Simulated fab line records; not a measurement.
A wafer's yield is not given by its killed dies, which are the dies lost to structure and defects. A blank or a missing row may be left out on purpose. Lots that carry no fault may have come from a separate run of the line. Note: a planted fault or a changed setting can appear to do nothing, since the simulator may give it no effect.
Which tool was responsible? || flow n5Finfet || Sampling: 11 lots, 33 wafers, 6 of 1938 route steps

== WHAT EACH GAUGE READ, for each wafer ==
N5_DUMMY_GATE_OVL_MEAS_16.
{"lot": "L075", "measured": "day 3 05:16", "on": "overlay-02", "GATE_OVL (nm)": "-0.7 0.0 -0.5"}
{"lot": "L077", "measured": "day 3 21:58", "on": "overlay-02", "GATE_OVL (nm)": "-1.4 -1.5 -0.7"}
{"lot": "L079", "measured": "day 4 05:44", "on": "overlay-01", "GATE_OVL (nm)": "-0.9 0.2 -0.7"}
{"lot": "L081", "measured": "day 4 15:45", "on": "overlay-01", "GATE_OVL (nm)": "0.5 -0.5 -0.4"}
{"lot": "L083", "measured": "day 5 05:53", "on": "overlay-02", "GATE_OVL (nm)": "0.3 -1.7 -0.3"}
{"lot": "L085", "measured": "day 5 18:46", "on": "overlay-02", "GATE_OVL (nm)": "-0.3 0.1 -0.5"}
{"lot": "L088", "measured": "day 6 13:14", "on": "overlay-01", "GATE_OVL (nm)": "-0.1 0.5 -0.5"}
{"lot": "L090", "measured": "day 7 01:28", "on": "overlay-01", "GATE_OVL (nm)": "-1.5 -0.8 -1.1"}
{"lot": "L092", "measured": "day 7 10:01", "on": "overlay-01", "GATE_OVL (nm)": "-1.7 0.0 -1.0"}
{"lot": "L094", "measured": "day 7 20:50", "on": "overlay-02", "GATE_OVL (nm)": "-0.1 -0.1 0.8"}
{"lot": "L096", "measured": "day 8 08:30", "on": "overlay-01", "GATE_OVL (nm)": "-0.8 -0.9 0.0"}

== WHAT TOOL EACH LOT RAN ON (gives the tool, then ch and the chambers of the sampled wafers, and finally the start) ==
{"lot": "L075", "N5_FIN_SAQP_MANDREL2_REMOVE_60": "rieSi-01 ch 0,1, day 2 07:31", "N5_STI_FIN_REVEAL_ALD_14": "aldSin-02 ch 0,1,3, day 2 10:01", "N5_STI_FIN_REVEAL_ETCHBACK_08": "rieDiel-05 ch 0,1,2, day 2 15:41", "N5_STI_FIN_REVEAL_STRIP_24": "rieDiel-05 ch 0,1,2, day 2 15:43", "N5_STI_FIN_REVEAL_ETCH_34": "rieSi-04 ch 1,2,3, day 2 18:01"}
{"lot": "L077", "N5_FIN_SAQP_MANDREL2_REMOVE_60": "rieSi-02 ch 0,2,3, day 2 20:59", "N5_STI_FIN_REVEAL_ALD_14": "aldSin-01 ch 1,2, day 3 03:55", "N5_STI_FIN_REVEAL_ETCHBACK_08": "rieDiel-02 ch 0,1, day 3 10:19", "N5_STI_FIN_REVEAL_STRIP_24": "rieDiel-02 ch 0,1, day 3 10:21", "N5_STI_FIN_REVEAL_ETCH_34": "rieSi-04 ch 0,1,2, day 3 12:44"}
{"lot": "L079", "N5_FIN_SAQP_MANDREL2_REMOVE_60": "rieSi-04 ch 0,1,2, day 3 08:23", "N5_STI_FIN_REVEAL_ALD_14": "aldSin-01 ch 1,3, day 3 10:42", "N5_STI_FIN_REVEAL_ETCHBACK_08": "rieDiel-02 ch 0,1,2, day 3 16:18", "N5_STI_FIN_REVEAL_STRIP_24": "rieDiel-02 ch 0,1,2, day 3 16:20", "N5_STI_FIN_REVEAL_ETCH_34": "rieSi-04 ch 0,1, day 3 18:38"}
{"lot": "L081", "N5_FIN_SAQP_MANDREL2_REMOVE_60": "rieSi-02 ch 0,1, day 3 19:31", "N5_STI_FIN_REVEAL_ALD_14": "aldSin-03 ch 0,2, day 3 22:31", "N5_STI_FIN_REVEAL_ETCHBACK_08": "rieDiel-02 ch 0,1,2, day 4 04:05", "N5_STI_FIN_REVEAL_STRIP_24": "rieDiel-02 ch 0,1,2, day 4 04:07", "N5_STI_FIN_REVEAL_ETCH_34": "rieSi-04 ch 2,3, day 4 06:26"}
{"lot": "L083", "N5_FIN_SAQP_MANDREL2_REMOVE_60": "rieSi-02 ch 0,2,3, day 4 09:50", "N5_STI_FIN_REVEAL_ALD_14": "aldSin-01 ch 0,2,3, day 4 11:59", "N5_STI_FIN_REVEAL_ETCHBACK_08": "rieDiel-06 ch 0,2,3, day 4 17:33", "N5_STI_FIN_REVEAL_STRIP_24": "rieDiel-06 ch 0,2,3, day 4 17:35", "N5_STI_FIN_REVEAL_ETCH_34": "rieSi-04 ch 0,1,3, day 4 19:55"}
{"lot": "L085", "N5_FIN_SAQP_MANDREL2_REMOVE_60": "rieSi-04 ch 1,2,3, day 4 22:33", "N5_STI_FIN_REVEAL_ALD_14": "aldSin-03 ch 0,1,2, day 5 00:56", "N5_STI_FIN_REVEAL_ETCHBACK_08": "rieDiel-05 ch 0,1,2, day 5 06:31", "N5_STI_FIN_REVEAL_STRIP_24": "rieDiel-05 ch 0,1,2, day 5 06:33", "N5_STI_FIN_REVEAL_ETCH_34": "rieSi-01 ch 1,2, day 5 09:12"}
{"lot": "L088", "N5_FIN_SAQP_MANDREL2_REMOVE_60": "rieSi-02 ch 0,1,3, day 5 15:05", "N5_STI_FIN_REVEAL_ALD_14": "aldSin-02 ch 0,3, day 5 17:23", "N5_STI_FIN_REVEAL_ETCHBACK_08": "rieDiel-06 ch 0,3, day 5 22:58", "N5_STI_FIN_REVEAL_STRIP_24": "rieDiel-06 ch 0,3, day 5 23:00", "N5_STI_FIN_REVEAL_ETCH_34": "rieSi-01 ch 0,1,3, day 6 01:22"}
{"lot": "L090", "N5_FIN_SAQP_MANDREL2_REMOVE_60": "rieSi-02 ch 0,2,3, day 6 03:37", "N5_STI_FIN_REVEAL_ALD_14": "aldSin-01 ch 2,3, day 6 06:11", "N5_STI_FIN_REVEAL_ETCHBACK_08": "rieDiel-05 ch 0,2,3, day 6 11:46", "N5_STI_FIN_REVEAL_STRIP_24": "rieDiel-05 ch 0,2,3, day 6 11:49", "N5_STI_FIN_REVEAL_ETCH_34": "rieSi-04 ch 0,3, day 6 14:07"}
{"lot": "L092", "N5_FIN_SAQP_MANDREL2_REMOVE_60": "rieSi-02 ch 0,1,3, day 6 14:17", "N5_STI_FIN_REVEAL_ALD_14": "aldSin-03 ch 1,3, day 6 16:43", "N5_STI_FIN_REVEAL_ETCHBACK_08": "rieDiel-02 ch 0,2,3, day 6 22:19", "N5_STI_FIN_REVEAL_STRIP_24": "rieDiel-02 ch 0,1, day 6 22:21", "N5_STI_FIN_REVEAL_ETCH_34": "rieSi-04 ch 0,3, day 7 00:40"}
{"lot": "L094", "N5_FIN_SAQP_MANDREL2_REMOVE_60": "rieSi-01 ch 1,2,3, day 7 01:20", "N5_STI_FIN_REVEAL_ALD_14": "aldSin-02 ch 0,1, day 7 03:35", "N5_STI_FIN_REVEAL_ETCHBACK_08": "rieDiel-02 ch 0,1,3, day 7 09:09", "N5_STI_FIN_REVEAL_STRIP_24": "rieDiel-02 ch 0,1,3, day 7 09:11", "N5_STI_FIN_REVEAL_ETCH_34": "rieSi-01 ch 0,1,2, day 7 11:30"}
{"lot": "L096", "N5_FIN_SAQP_MANDREL2_REMOVE_60": "rieSi-04 ch 1,2, day 7 13:02", "N5_STI_FIN_REVEAL_ALD_14": "aldSin-03 ch 1,2,3, day 7 15:10", "N5_STI_FIN_REVEAL_ETCHBACK_08": "rieDiel-06 ch 0,1,2, day 7 20:57", "N5_STI_FIN_REVEAL_STRIP_24": "rieDiel-06 ch 0,1,2, day 7 20:59", "N5_STI_FIN_REVEAL_ETCH_34": "rieSi-02 ch 0,1,2, day 7 23:17"}
- N5_FIN_SAQP_MANDREL2_REMOVE_60: chemistry HBr/Cl2/O2, target a-Si, stops on SiNx, bt time 10 s.
- N5_STI_FIN_REVEAL_ALD_14: deposits Si3N4, target thk 3 nm.
- N5_STI_FIN_REVEAL_ETCHBACK_08: etches SiO2 in C4F6/O2, target depth 30.5 nm, time 10.167 s.
- N5_STI_FIN_REVEAL_STRIP_24: strips in N2/H2, time 90 s.
- N5_STI_FIN_REVEAL_ETCH_34: etches Si in H2, material Si, target depth 0.97 nm.

== THE ANSWER, worked out from the rows above alone ==
Rule: what is usual is taken from the lots themselves. Put in order of their means at a reading, lots are off if they are a third of the lots or fewer, leave a main group of 4 or more, and stand apart from it by a gap of 3 or more times the standard deviation of the main group's means; of several such gaps the widest counts. If all means in a main group match to the digits the tables above print for the reading, that group is not used. Also off: a lot with no number at a reading for which 4 or more lots have one. All remaining lots with rows at the step are treated as sound.
None of the lots is off at any reading shown; this tells nothing.

== WHAT THE SIMULATOR HAD PUT IN ==
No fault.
